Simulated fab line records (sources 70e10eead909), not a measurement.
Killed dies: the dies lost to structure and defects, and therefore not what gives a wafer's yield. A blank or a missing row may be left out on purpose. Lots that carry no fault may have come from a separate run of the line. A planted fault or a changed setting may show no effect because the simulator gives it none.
fab line records    flow nand-harc
record: lots: 13  wafers: 39  last-day: 24
route steps=1159 shown P_ZERO_WELL@44 P_STI@92 P_GATE@145 END@1159
lots that met no fault: from a run of the same line without faults
start-h: start of the lot's first displayed wafer, in hours after the record's first day    wait-h: time in hours since the lot's previous step    " repeats the value in the row above    L1.1+2: a single row standing in for several wafers    - value missing, or start not given    * or withheld: withheld    < > ~ a bound
route shown NAME@n: names a module that has steps shown in the file, with the first one's number in the route    usual: mean/standard deviation taken from wafers without a fault    same: alike in all rows    chamber/n: place in a boat    sites: per-site readings    _std_site: the standard deviation of these    _edge_site: outer sites' mean less inner sites'    radius-mm: for every site, how far away it sits from the centre of the wafer    mask NAME#n: copy n    behind: the tool/chamber that last shaped the wafer    hold: cause of the lot's hold/its duration in hours/its outcome    device: whichever transistor did not switch (one of n, p or np)    end of line: the route-end tests of the same wafers    a step given without rows: its recipe and nothing more    killed: the dies lost at the first sort to structure and to defects; this is not the yield of the wafer    map: shows each die of a wafer: x if killed, . if not, _ if none is there
set.NAME: the setting that was run; set.NAME@STEP: the one run at that earlier step    model.NAME: the simulator's own value behind a step, which no gauge read
one table for each step of the route and one row for each wafer, over a sample of lots
services: from which hour (start-h, from the record's first day; less than 0 if before it) a tool's chamber was out of use, for how many hours, and why
== steps ==
step: NHARC_P_ZERO_WELL_CD_MEAS_37
recipe: target-cd-nm: 720  landing-energy-ev: 500
usual: cd-nm: 718.8/2
same: landing-energy-ev: 500
lot.wafer  tool       chamber  start-h  wait-h  cd-nm
L973.1     cd-sem-02  0        16.25    -       720.4
L973.5     "          0        "        "       721.8
L973.6     "          0        "        "       722.9
L974.1     cd-sem-03  0        22.22    -       719.3
L974.3     "          0        "        "       718.0
L974.4     "          0        "        "       719.0
L976.1     cd-sem-03  0        34.27    -       720.2
L976.5     "          0        "        "       717.9
L976.6     "          0        "        "       717.0
L977.3     cd-sem-03  0        40.30    -       719.0
L977.4     "          0        "        "       718.3
L977.6     "          0        "        "       719.2
L981.1     cd-sem-03  0        64.29    -       718.5
L981.3     "          0        "        "       718.1
L981.5     "          0        "        "       716.1
L983.3     cd-sem-01  0        76.15    -       716.6
L983.4     "          0        "        "       718.1
L983.6     "          0        "        "       718.7
L988.1     cd-sem-01  0        106.13   -       721.4
L988.4     "          0        "        "       718.7
L988.5     "          0        "        "       719.8
L989.2     cd-sem-01  0        111.90   -       722.1
L989.4     "          0        "        "       717.9
L989.6     "          0        "        "       721.0
L991.2     cd-sem-03  0        123.90   -       715.8
L991.3     "          0        "        "       716.4
L991.5     "          0        "        "       719.2
L993.4     cd-sem-01  0        135.99   -       713.8
L993.5     "          0        "        "       714.2
L993.6     "          0        "        "       716.1
L994.2     cd-sem-01  0        142.17   -       719.6
L994.3     "          0        "        "       718.0
L994.6     "          0        "        "       715.3
L995.2     cd-sem-01  0        148.16   -       721.1
L995.5     "          0        "        "       717.0
L995.6     "          0        "        "       716.4
L996.3     cd-sem-02  0        153.99   -       719.6
L996.4     "          0        "        "       719.9
L996.5     "          0        "        "       720.3
step: NHARC_P_STI_OCD_MEAS_17
usual: trench-depth-nm: 300/6.2  trench-foot-cd-nm: 158/3.6
lot.wafer  tool    chamber  start-h  wait-h  trench-depth-nm  trench-foot-cd-nm
L974.1     ocd-02  -        38.27    0.1     292              160
L974.3     "       -        "        "       298              162
L974.4     "       -        "        "       300              161
L973.1     ocd-01  -        38.32    0.1     294              153
L973.5     "       -        "        "       307              154
L973.6     "       -        "        "       301              158
L976.1     ocd-02  -        50.85    0.1     299              162
L976.5     "       -        "        "       299              158
L976.6     "       -        "        "       295              155
L977.3     ocd-02  -        59.85    0.1     299              158
L977.4     "       -        "        "       303              155
L977.6     "       -        "        "       293              161
L981.1     ocd-02  -        85.58    0.1     292              159
L981.3     "       -        "        "       300              159
L981.5     "       -        "        "       298              161
L983.3     ocd-02  -        95.56    0.1     305              154
L983.4     "       -        "        "       310              153
L983.6     "       -        "        "       306              159
L988.1     ocd-01  -        126.79   0.1     290              154
L988.4     "       -        "        "       298              154
L988.5     "       -        "        "       298              157
L989.2     ocd-02  -        134.87   0.1     294              158
L989.4     "       -        "        "       299              158
L989.6     "       -        "        "       300              154
L991.2     ocd-02  -        145.63   0.1     292              156
L991.3     "       -        "        "       296              160
L991.5     "       -        "        "       296              158
L993.4     ocd-01  -        158.25   0.1     302              164
L993.5     "       -        "        "       291              156
L993.6     "       -        "        "       303              158
L994.2     ocd-02  -        158.40   0.1     302              153
L994.3     "       -        "        "       307              163
L994.6     "       -        "        "       302              155
L996.3     ocd-02  -        170.09   0.1     303              160
L996.4     "       -        "        "       304              164
L996.5     "       -        "        "       304              162
L995.2     ocd-01  -        170.13   0.1     306              153
L995.5     "       -        "        "       291              159
L995.6     "       -        "        "       302              154
step: NHARC_P_STI_CMP_21
recipe: t-overpolish-s: 20  target-thk-nm: 380.67
usual: motor-current-A: 12.5/0.88  overpolish-run-s: 20.000/0.009  slurry-flow-ml-min: 150.0/0.45  t-overpolish-s: 20/0
lot.wafer  tool    chamber  start-h  wait-h  motor-current-A  overpolish-run-s  slurry-flow-ml-min  t-overpolish-s
L974.1     cmp-02  0        56.32    0.4     10.7             19.990            150.0               20
L974.4     "       1        "        "       13.5             20.002            149.9               20
L974.3     "       2        "        "       12.1             19.995            150.6               20
L973.1     cmp-03  1        56.40    0.4     12.6             20.013            148.9               20
L973.6     "       2        "        "       11.8             19.992            150.4               20
L973.5     "       3        "        "       13.6             19.997            150.3               20
L976.1     cmp-03  1        71.15    0.4     13.1             20.011            149.9               20
L976.5     "       2        "        "       12.2             20.015            150.4               20
L976.6     "       3        "        "       13.0             20.015            150.7               20
L977.3     cmp-03  0        79.77    0.4     12.2             19.991            150.4               20
L977.4     "       2        "        "       11.9             19.999            150.4               20
L977.6     "       0        "        "       12.4             20.010            150.3               20
L981.3     cmp-03  0        102.10   0.4     13.2             72.982            150.7               72.979
L981.1     "       3        "        "       12.6             72.981            150.0               72.979
L981.5     "       1        "        "       12.1             72.982            149.5               72.979
L983.4     cmp-03  3        118.23   0.4     13.2             72.969            150.2               72.979
L983.3     "       0        "        "       12.3             72.985            149.8               72.979
L983.6     "       2        "        "       12.2             72.998            150.2               72.979
L988.4     cmp-02  2        148.12   0.4     12.2             19.997            150.6               20
L988.1     "       3        "        "       12.7             20.007            149.3               20
L988.5     "       3        "        "       12.0             20.005            150.2               20
L989.4     cmp-04  1        155.61   0.4     12.9             20.006            148.9               20
L989.2     "       2        "        "       11.6             19.997            150.0               20
L989.6     "       0        "        "       13.6             19.997            149.4               20
L991.3     cmp-04  0        166.51   0.4     13.0             19.987            149.4               20
L991.2     "       1        "        "       13.3             19.998            150.4               20
L991.5     "       1        "        "       13.3             19.997            150.3               20
L994.3     cmp-03  3        179.49   0.4     13.0             20.003            150.8               20
L994.2     "       1        "        "       12.7             20.019            149.4               20
L994.6     "       2        "        "       12.1             20.005            149.2               20
L993.4     cmp-02  2        179.54   0.4     12.2             20.004            149.5               20
L993.5     "       3        "        "       12.4             20.009            150.2               20
L993.6     "       0        "        "       10.6             19.995            149.5               20
L996.3     cmp-02  1        194.27   0.4     13.6             19.991            150.0               20
L996.4     "       3        "        "       12.4             19.995            150.0               20
L996.5     "       0        "        "       10.0             19.994            149.6               20
L995.2     cmp-04  0        194.30   0.4     13.5             19.999            150.4               20
L995.6     "       2        "        "       11.7             19.998            149.7               20
L995.5     "       3        "        "       13.3             20.006            149.9               20
step: NHARC_P_GATE_ETCH_104
recipe: target-depth-a: 600  time-s: withheld  cf4-flow-sccm: 100  chf3-flow-sccm: 30  ar-flow-sccm: 0  rf-w: 500  bias-w: 200  chemistry: CF4/CHF3
usual: drypump-motor-current-A: 5.6/0.41  oes-product-au: 0.941/0.02  rf-vpp-V: 370.3/2.4  showerhead-plenum-p-Torr: 1.56/0.068  throttle-valve-pct: 16.802/0.0094
lot.wafer  tool         chamber  start-h  wait-h  drypump-motor-current-A  oes-product-au  rf-vpp-V  showerhead-plenum-p-Torr  throttle-valve-pct
L974.4     rie-diel-03  3        87.36    0.1     5.7                      0.949           367.7     1.51                      16.793
L974.1     "            0        "        "       5.1                      0.958           369.8     1.55                      16.785
L974.3     "            1        "        "       5.4                      0.952           371.2     1.62                      16.798
L973.1     rie-diel-04  3        87.82    0.1     5.6                      0.923           372.6     1.61                      16.809
L973.6     "            0        "        "       5.0                      0.957           373.3     1.67                      16.801
L973.5     "            1        "        "       6.0                      0.956           372.3     1.61                      16.818
L976.1     rie-diel-03  0        101.96   0.1     5.1                      0.946           370.3     1.55                      16.809
L976.6     "            3        "        "       5.8                      0.952           368.4     1.51                      16.799
L976.5     "            0        "        "       5.2                      0.941           369.6     1.55                      16.816
L977.4     rie-diel-01  0        110.93   0.1     5.8                      0.945           370.9     1.63                      16.805
L977.3     "            1        "        "       5.3                      0.956           366.0     1.46                      16.818
L977.6     "            3        "        "       5.0                      0.945           367.1     1.50                      16.806
L981.3     rie-diel-04  1        140.76   0.1     6.0                      0.949           372.3     1.61                      16.798
L981.1     "            2        "        "       5.4                      0.952           371.1     1.56                      16.792
L981.5     "            1        "        "       5.9                      0.945           372.4     1.61                      16.792
L983.4     rie-diel-03  3        156.06   0.1     5.7                      0.913           367.4     1.50                      16.800
L983.3     "            1        "        "       5.4                      0.912           373.6     1.62                      16.805
L983.6     "            0        "        "       5.1                      0.913           369.9     1.55                      16.813
L988.1     rie-diel-03  3        184.44   0.1     5.7                      0.918           367.9     1.50                      16.794
L988.5     "            1        "        "       5.4                      0.925           371.8     1.62                      16.812
L988.4     "            2        "        "       6.2                      0.960           367.8     1.47                      16.797
L989.2     rie-diel-03  3        188.87   0.1     5.7                      0.917           368.9     1.50                      16.801
L989.4     "            1        "        "       5.4                      0.912           371.4     1.62                      16.777
L989.6     "            3        "        "       5.7                      0.917           367.2     1.50                      16.789
L991.2     rie-diel-03  2        198.54   0.1     6.2                      0.960           366.7     1.47                      16.811
L991.3     "            3        "        "       5.8                      0.931           368.6     1.50                      16.796
L991.5     "            2        "        "       6.2                      0.950           367.2     1.47                      16.797
L994.2     rie-diel-01  3        212.35   0.1     5.0                      0.958           368.3     1.50                      16.802
L994.3     "            1        "        "       5.3                      0.981           374.7     1.69                      16.811
L994.6     "            2        "        "       6.2                      0.971           372.5     1.61                      16.801
L993.4     rie-diel-03  3        212.99   0.1     5.8                      0.944           369.8     1.50                      16.796
L993.5     "            3        "        "       5.8                      0.953           369.8     1.50                      16.795
L993.6     "            0        "        "       5.1                      0.937           369.7     1.54                      16.811
L996.4     rie-diel-01  0        226.11   0.1     5.8                      0.959           370.2     1.62                      16.806
L996.3     "            3        "        "       5.0                      0.944           368.1     1.49                      16.814
L996.5     "            1        "        "       5.3                      1.006           374.1     1.69                      16.810
L995.2     rie-diel-01  3        228.17   1.5     5.0                      0.942           366.8     1.49                      16.798
L995.6     "            3        "        "       5.0                      0.947           369.4     1.49                      16.806
L995.5     "            0        "        "       5.8                      0.940           372.8     1.62                      16.802
step: NHARC_END_SORT_01
recipe: temp-c: 25
usual: killed-at-array: 31/11  killed-at-other: 0.5/0.78  killed-at-periphery: 3.0/2  killed-dies: 34/12  killed-open: 3.2/2  killed-short: 1.9/1.6
same: gross-dies: 677
lot.wafer  tool       chamber  start-h  wait-h  killed-at-array  killed-at-other  killed-at-periphery  killed-dies  killed-open  killed-short
L991.2     prober-01  0        549.45   2.8     27               0                2                    29           2            3
L991.3     prober-01  0        550.26   3.1     33               1                3                    37           3            3
L991.5     prober-01  0        551.89   3.8     37               0                2                    39           5            1
L995.2     prober-02  0        564.96   2.7     36               1                1                    38           2            1
L995.5     prober-02  0        567.34   3.7     31               0                1                    32           1            0
L995.6     prober-02  0        568.13   4.0     27               2                4                    33           1            1
L994.2     prober-01  0        570.78   2.8     50               1                7                    58           2            1
L994.3     prober-01  0        571.60   3.1     45               0                3                    48           1            2
L994.6     prober-01  0        574.04   4.1     55               1                7                    63           7            2
killed by level:class
L991.2 A_SLIT:chamber-film-flake=14 A_CHANNEL_HOLE_D1:chamber-film-flake=7 A_CONTACT:chamber-film-flake=2 P_GATE:geometric-particle:short=1 P_M0:geometric-particle:short=1 A_SGD_CUT:geometric-particle:open=1 A_WL_FILL:geometric-particle:short=1 A_M1:geometric-particle:open=1
L991.3 A_SLIT:chamber-film-flake=20 A_CHANNEL_HOLE_D1:chamber-film-flake=4 A_WL_FILL:chamber-film-flake=4 A_CONTACT:chamber-film-flake=2 P_GATE:geometric-particle:open=1 P_M0:geometric-particle:open=1 A_ONON_D1:geometric-particle:short=1 A_WL_FILL:geometric-particle:short=1
L991.5 A_SLIT:chamber-film-flake=19 A_CHANNEL_HOLE_D1:chamber-film-flake=5 A_M0:geometric-particle:open=3 A_WL_FILL:chamber-film-flake=3 A_ZERO_WELL:chamber-film-flake=2 A_CONTACT:chamber-film-flake=2 P_M0:geometric-particle:short=1 A_WL_FILL:geometric-particle:open=1
L995.2 A_SLIT:chamber-film-flake=18 A_CHANNEL_HOLE_D1:chamber-film-flake=8 A_ONON_D1:geometric-particle:open=2 A_CHANNEL_FILL_D1:chamber-film-flake=2 A_STAIRCASE:chamber-film-flake=2 A_WL_FILL:chamber-film-flake=2 A_WL_FILL:geometric-particle:short=1 P_STI:chamber-film-flake=1
L995.5 A_SLIT:chamber-film-flake=25 A_WL_FILL:chamber-film-flake=3 A_CHANNEL_HOLE_D1:chamber-film-flake=2 A_CONTACT:geometric-particle:open=1 P_M2:chamber-film-flake=1
L995.6 A_SLIT:chamber-film-flake=19 A_CHANNEL_HOLE_D1:chamber-film-flake=5 P_M2:chamber-film-flake=2 THIN_TSV:chamber-film-flake=2 P_M1:geometric-particle:open=1 A_CHANNEL_HOLE_D1:geometric-particle:short=1 P_STI:chamber-film-flake=1 A_CHANNEL_FILL_D1:chamber-film-flake=1
L994.2 A_CHANNEL_HOLE_D1:chamber-film-flake=24 A_SLIT:chamber-film-flake=19 P_STI:chamber-film-flake=3 A_CONTACT:chamber-film-flake=3 P_BONDPAD:chamber-film-flake=2 A_WL_FILL:chamber-film-flake=2 P_STI:geometric-particle:short=1 P_M1:geometric-particle:open=1
L994.3 A_SLIT:chamber-film-flake=19 A_CHANNEL_HOLE_D1:chamber-film-flake=15 A_CONTACT:chamber-film-flake=6 A_CHANNEL_FILL_D1:geometric-particle:short=1 A_SGD_CUT:geometric-particle:short=1 A_CONTACT:geometric-particle:open=1 P_ZERO_WELL:chamber-film-flake=1 P_GATE:chamber-film-flake=1
L994.6 A_CHANNEL_HOLE_D1:chamber-film-flake=19 A_SLIT:chamber-film-flake=19 P_GATE:chamber-film-flake=4 A_CONTACT:chamber-film-flake=4 A_CONTACT:geometric-particle:open=3 A_CHANNEL_FILL_D1:geometric-particle:open=2 A_WL_FILL:chamber-film-flake=2 A_M0:chamber-film-flake=2
== services ==
tool         chamber  start-h  hours  kind
cmp-02       -        33.91    2.6    repair
rie-diel-03  -        38.32    9.0    pm
cmp-04       -        38.32    3.2    repair
cmp-04       -        51.02    0.5    repair
rie-diel-03  0        63.97    4.9    repair
rie-diel-01  3        75.13    5.3    repair
rie-diel-01  2        75.70    5.0    repair
cmp-04       -        78.43    0.4    repair
cmp-04       -        105.00   4.0    pm
cmp-03       -        111.59   4.0    pm
cmp-02       -        114.14   1.0    repair
cmp-02       -        115.97   1.9    repair
cmp-02       -        128.62   4.0    pm
cmp-03       -        134.24   1.2    repair
cmp-02       -        136.51   1.2    repair
rie-diel-01  -        137.80   9.0    pm
cmp-04       -        151.29   1.2    repair
rie-diel-01  -        168.95   1.2    repair
rie-diel-03  0        177.10   7.7    repair
cmp-04       -        203.00   4.0    pm
cmp-03       -        209.59   4.0    pm
rie-diel-03  -        215.33   9.0    pm
cmp-02       -        217.02   0.4    repair
cmp-02       -        226.62   4.0    pm
== key ==
first-sign: step: NHARC_P_STI_CMP_21  reading: t-overpolish-s  direction: up  sigmas: 99+  usual: 20  struck: 72.979
effect: step: NHARC_P_STI_CMP_21  reading: overpolish-run-s  direction: up  sigmas: 99+  usual: 20.000  struck: 72.983
met-at NHARC_P_STI_CMP_21
struck-lots L981,L983
tester-left-out L981,L983
not-acting-at NHARC_P_ZERO_WELL_CD_MEAS_37,NHARC_P_STI_OCD_MEAS_17,NHARC_P_GATE_ETCH_104
onset-between 79.77 102.10
fault: kind: process-parameter-drift  tool: cmp-03  chamber: -  onset-h: 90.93  steps: NHARC_P_STI_CMP_21  channel: t-overpolish-s  offset: 52.979  shape: step  end-h: 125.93  acts-in: these-recipes-only  stated: 20
tester-left-out: of these lots the tester's yield and bins aren't shown, on N5 and GAA mostly nor the transistor test; their killed dies are dies lost to structure and defects alone, not to doping, threshold or leakage, so they don't give the yield
